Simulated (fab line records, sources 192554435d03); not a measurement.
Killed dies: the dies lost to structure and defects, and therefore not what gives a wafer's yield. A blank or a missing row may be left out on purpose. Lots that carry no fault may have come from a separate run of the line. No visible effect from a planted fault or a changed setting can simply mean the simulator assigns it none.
Lot-split experiment    flow n5_finfet    7 lots, 21 wafers read, on a route of 1938 steps

## ON THE SPLIT
At N5_HKMG_FIN_COAT_30 (time 60 s, resist thk 35 nm), the setting spin_rpm was moved away from the recipe's 1500 rpm on 6 of the 21 wafers read, by -7.9% to -3.6%. For the rest of the wafers, this setting stayed at what the recipe calls for.

The reading is taken at the split's own step.

## THE READING
SiARC_of_HKMG_FIN_COAT_30.thk_nm (the simulator's own value, which no gauge read), in nm, at N5_HKMG_FIN_COAT_30 (time 60 s, resist thk 35 nm). No usual value for it is given in the file. Across the 15 wafers here that went through the recipe, the average is 35.0 nm and the standard deviation 0.088 nm.

wafer   tool, chamber at the split  spin_rpm as run, rpm  against the recipe  SiARC_of_HKMG_FIN_COAT_30.thk_nm, nm  against lot-mates on the recipe
L077.1  litho_track-01, 0           1446                  -3.6%               35.6                                  +0.6
L077.2  litho_track-01, 0           1446                  -3.6%               35.6                                  +0.6
L077.6  litho_track-01, 0           1500                  recipe              35                                    -
L081.1  litho_track-01, 0           1437                  -4.2%               35.8                                  +0.7
L081.3  litho_track-01, 0           1500                  recipe              35.2                                  -
L081.4  litho_track-01, 0           1500                  recipe              35                                    -
L084.1  litho_track-01, 0           1500                  recipe              35                                    -
L084.5  litho_track-01, 0           1500                  recipe              35                                    -
L084.2  litho_track-01, 0           1500                  recipe              34.8                                  -
L085.1  litho_track-01, 0           1500                  recipe              35                                    -
L085.3  litho_track-01, 0           1500                  recipe              35                                    -
L085.4  litho_track-01, 0           1500                  recipe              34.8                                  -
L088.2  litho_track-05, 0           1500                  recipe              35                                    -
L088.6  litho_track-05, 0           1500                  recipe              35                                    -
L088.5  litho_track-05, 0           1410                  -6.0%               36                                    +1.0
L096.1  litho_track-04, 0           1382                  -7.9%               36.2                                  +1.2
L096.3  litho_track-04, 0           1500                  recipe              35                                    -
L096.4  litho_track-04, 0           1382                  -7.9%               36.4                                  +1.4
L097.1  litho_track-04, 0           1500                  recipe              35                                    -
L097.3  litho_track-04, 0           1500                  recipe              35                                    -
L097.6  litho_track-04, 0           1500                  recipe              35                                    -

THE FIT
A straight line over all 21 wafers: SiARC_of_HKMG_FIN_COAT_30.thk_nm changes by -0.17 nm for each +1% of spin_rpm; r = -0.98; the points scatter about the line by 0.088 nm.
The same after taking each lot's own level away (the mean of its wafers on the recipe; 21 wafers): -0.166 nm for each +1%; r = -0.99; scatter 0.07 nm.
According to that fit, moving spin_rpm by its largest amount changes the reading by 1.3 nm.
The span of the lots' own levels, 34.93 to 35.10 nm, comes to 1.9 times the standard deviation stated above.
The two slopes are in agreement: the lot-to-lot level therefore moves the slope only a little.
Check: for one of the wafers moved furthest among these (-7.9%), held out of the fit, the line's prediction against its lot-mates is +1.35 nm. Against them it came out at +1.2 nm.

## FURTHER SPLITS ON THESE WAFERS
Other splits were also applied to these wafers ahead of the reading. Each is held against what the fit with the lots' levels taken away leaves over:
other split on the same wafers           wafers away from the commonest value  r with SiARC_of_HKMG_FIN_COAT_30.thk_nm (lot level and that fit taken away)
N5_ZERO_LAYER_EXPOSE_08 dose_mj          5                                     -0.52
N5_ZERO_LAYER_DEVELOP_10 develop_time_s  5                                     +0.13
N5_WELL_APT_COAT_02 spin_rpm             10                                    +0.13
N5_FIN_SAQP_PEB_14 peb_time_s            10                                    +0.03
N5_FIN_SAQP_FIN_ETCH_36 bias_w           6                                     +0.44
N5_FIN_CUT_COAT_19 spin_rpm              3                                     -0.11
N5_SDB_ALD_29 ald_cycles                 4                                     +0.18

## THE FILE'S OWN FIT
SiARC_of_HKMG_FIN_COAT_30.thk_nm changes by -0.166 nm for each +1% of spin_rpm, r = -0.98.
